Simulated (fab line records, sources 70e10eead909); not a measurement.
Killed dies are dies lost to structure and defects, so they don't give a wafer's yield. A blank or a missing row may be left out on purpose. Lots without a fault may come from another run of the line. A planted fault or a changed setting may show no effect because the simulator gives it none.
Chamber matching | flow nand_harc | NHARC_A_CONTACT_ETCH_30 on rie_diel-01: 4 sister chambers
The step etches the open film in CF4/CHF3, target depth 72.6 nm, time 36.3 s. 8 wafers are shown with their chamber, then 7 later ones without.

WAFERS WITH THEIR CHAMBER
wafer  | chamber | drypump_motor_current_A (A) | rf_vpp_V (V)
L914.1 | 2       | 5.9                         | 370.8
L914.4 | 0       | 6.0                         | 375.3
L914.5 | 1       | 5.8                         | 373.4
L916.1 | 1       | 5.9                         | 372.3
L916.3 | 0       | 6.0                         | 373.9
L919.2 | 3       | 5.7                         | 368.9
L919.3 | 2       | 5.9                         | 370.4
L919.6 | 3       | 5.6                         | 366.9

WAFERS WITHOUT THEIR CHAMBER
wafer  | drypump_motor_current_A (A) | rf_vpp_V (V)
L921.2 | 5.8                         | 371.6
L921.4 | 6.0                         | 373.6
L921.6 | 6.0                         | 372.3
L930.4 | 5.6                         | 369.0
L930.5 | 5.8                         | 372.3
L931.1 | 5.8                         | 370.4
L931.5 | 5.6                         | 368.6

WHICH CHAMBER EACH WENT THROUGH
wafer  | from the rows above          | in truth
L921.2 | can't be placed: 1 or 2      | 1
L921.4 | 0                            | 0
L921.6 | can't be placed: 0 or 2 or 1 | 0
L930.4 | 3                            | 3
L930.5 | can't be placed: 1 or 2      | 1
L931.1 | can't be placed: 2 or 1 or 3 | 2
L931.5 | 3                            | 3
Placed correctly: 3 of 7. Can't be placed from these rows: 4 (the true chamber is among the candidates in 4). Placed wrongly: 0.
How it was worked out, from the rows above alone: a wafer's distance from a chamber is the root of the sum, over the readings, of the square of ((its reading less the chamber's mean) divided by the reading's scatter). The wafer belongs to the nearest chamber; if the next one is less than 2 further off, it can't be placed. A chamber's mean is the mean of its shown wafers. The scatter: the root of (the sum of the squares of (reading less its chamber's mean) over the shown wafers, divided by (wafers less chambers)).
